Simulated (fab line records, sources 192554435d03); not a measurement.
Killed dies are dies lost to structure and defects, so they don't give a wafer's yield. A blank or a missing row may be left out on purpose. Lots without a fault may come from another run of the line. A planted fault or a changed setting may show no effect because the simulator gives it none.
A struck lot beside a sound one | flow n5_finfet | 37 steps out of a route of 1938
Sound: wafers L764.1, L764.2, L764.4. Struck: wafers L770.2, L770.3, L770.4. The cause comes at the end.
At each step with rows: each side's tool, then ch and its chambers, then its first start. Under that, the readings that differ: sound wafers | struck wafers | difference of the means | sigmas: that difference in standard deviations of wafers without a fault.
alike: readings whose means differ by less than 2 such deviations, and words and numbers that are the same on both sides. not compared: withheld readings, readings that some wafer has no value for, bounds like >300 that may hide the same value, and numbers for which the record gives no deviation and whose values overlap.
The two part at a step that has a row with sigmas, a row that says differs or no value, or rows on one side only. Numbers that don't overlap but have no deviation are shown without sigmas and don't part them. A reading that every wafer of one side lacks parts them only if that side has two wafers or more.

first, 9 steps without rows for these wafers: N5_WELL_APT_COAT_02 (resist thk 950 nm); N5_WELL_APT_EBR_04; N5_WELL_APT_SOFTBAKE_03 (time 60 s); N5_WELL_APT_EXPOSE_05 (exposes mask NWELL, defocus 0 nm, target cd 200 nm); N5_WELL_APT_PEB_06 (peb time 90 s); N5_WELL_APT_DEVELOP_07 (develop time 45 s); N5_WELL_APT_HARDBAKE_12 (time 120 s); N5_WELL_APT_DESCUM_13 (chemistry O2, time 7.9 s); N5_WELL_APT_IMPLANT_14.
N5_WELL_APT_IMPLANT_15:
  sound on implanter-01 ch 0, day 2 14:05; struck on implanter-01 ch 0, day 4 02:06
  reading            | sound                            | struck                        | difference | sigmas
  dose_ions_cm2      | 1.5021e+13 1.5031e+13 1.5013e+13 | 4.737e+12 4.722e+12 4.741e+12 | -1.029e+13 | -99 or more
  faraday_current_uA | 196 192 186                      | 63 62 58                      | -130       | -32
then, 25 steps without rows for these wafers: N5_WELL_APT_STRIP_16 (strips in SPM, time 900 s); N5_WELL_APT_HMDS_18 (time 60 s); N5_WELL_APT_COAT_19 (resist thk 950 nm); N5_WELL_APT_EBR_21; N5_WELL_APT_SOFTBAKE_20 (time 60 s); N5_WELL_APT_EXPOSE_22 (exposes mask PWELL, defocus 0 nm, target cd 200 nm); N5_WELL_APT_PEB_23 (peb time 90 s); N5_WELL_APT_DEVELOP_24 (develop time 45 s); N5_WELL_APT_HARDBAKE_29 (time 120 s); N5_WELL_APT_DESCUM_30 (chemistry O2, time 7.9 s); N5_WELL_APT_IMPLANT_31; N5_WELL_APT_IMPLANT_32; N5_WELL_APT_STRIP_33 (strips in SPM, time 900 s); N5_WELL_APT_RTA_34 (time 10 s); N5_WELL_APT_OXIDE_STRIP_42 (strips SiO2 in dHF, time 45 s, target depth 12 nm); N5_WELL_APT_PRECLEAN_36 (cleans in O3/DIW, time 45 s); N5_WELL_APT_PRECLEAN_39 (cleans in dHF, time 60 s); N5_WELL_APT_SRD_37 (time 30 s); N5_WELL_APT_EPI_41 (deposits Si from SiH4/H2, target thk 50 nm, time 297.7 s); N5_PMOS_HMC_CHANNEL_EPI_HM_DEP_34 (deposits SiO2 from TEOS/O2, target thk 36 nm, time 6.9 s); N5_PMOS_HMC_CHANNEL_EPI_COAT_31 (time 60 s, resist thk 66 nm); N5_PMOS_HMC_CHANNEL_EPI_COAT_03 (resist thk 205 nm); N5_PMOS_HMC_CHANNEL_EPI_EBR_05; N5_PMOS_HMC_CHANNEL_EPI_SOFTBAKE_04 (time 60 s); N5_PMOS_HMC_CHANNEL_EPI_EXPOSE_06 (exposes mask PMOS HMC BLK, target cd 240 nm).
-- the record jumps here: 7 days lie between the struck wafers' starts before and after (it left off in module PMOS_HMC_CHANNEL_EPI and takes up again in module BEOL_M4, whose first step shown is number 1111 of the route) --
N5_BEOL_M4_RC_MEAS_101:
  sound on prober-01 ch 0, day 9 05:26; struck on prober-02 ch 0, day 10 18:32
  reading        | sound          | struck         | difference | sigmas
  CJ_P           | 5.76 5.84 5.86 | 3.18 3.16 3.19 | -2.64      | -14
  DIBL_P (mV/V)  | 34.6 33.6 33.3 | 39.7 40.5 36.9 | +5.2       | +3
  IOFF_P (nA/um) | 0.19 0.19 0.19 | 0.29 0.33 0.25 | +0.10      | +3
  SS_P (mV/dec)  | 72.6 72.3 72.9 | 74.5 75.5 73.8 | +2.0       | +3
  alike: DIBL_N, IOFF_N, ION_N, ION_P, SS_N, VT_N, VT_P
-- the record jumps here: 4 days lie between the struck wafers' starts before and after (it left off in module BEOL_M4 and takes up again in module PASSIVATION, whose first step shown is number 1936 of the route) --
N5_PASSIVATION_PROBE_49:
  sound on prober-02, day 13 20:38; struck on prober-02, day 15 01:08
  alike: defect_limited_yield, killed_at_M0_to_M3, killed_at_M4_up, killed_at_contacts, killed_at_front_end, killed_at_other, killed_dies, killed_open, killed_short, sort_bin_4_leakage, sort_bin_5_function, sort_bin_6_memory, sort_n_pass, sort_yield_pct

WHERE THEY PART
First at N5_WELL_APT_IMPLANT_15; last, within this record, at N5_BEOL_M4_RC_MEAS_101. Later steps at which nothing parts them and some readings are alike: N5_PASSIVATION_PROBE_49.

WHY: what the simulator had put in
Process parameter drift: implanter-01, from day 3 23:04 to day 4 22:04, at N5_WELL_APT_IMPLANT_15. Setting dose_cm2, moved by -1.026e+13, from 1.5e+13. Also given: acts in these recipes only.
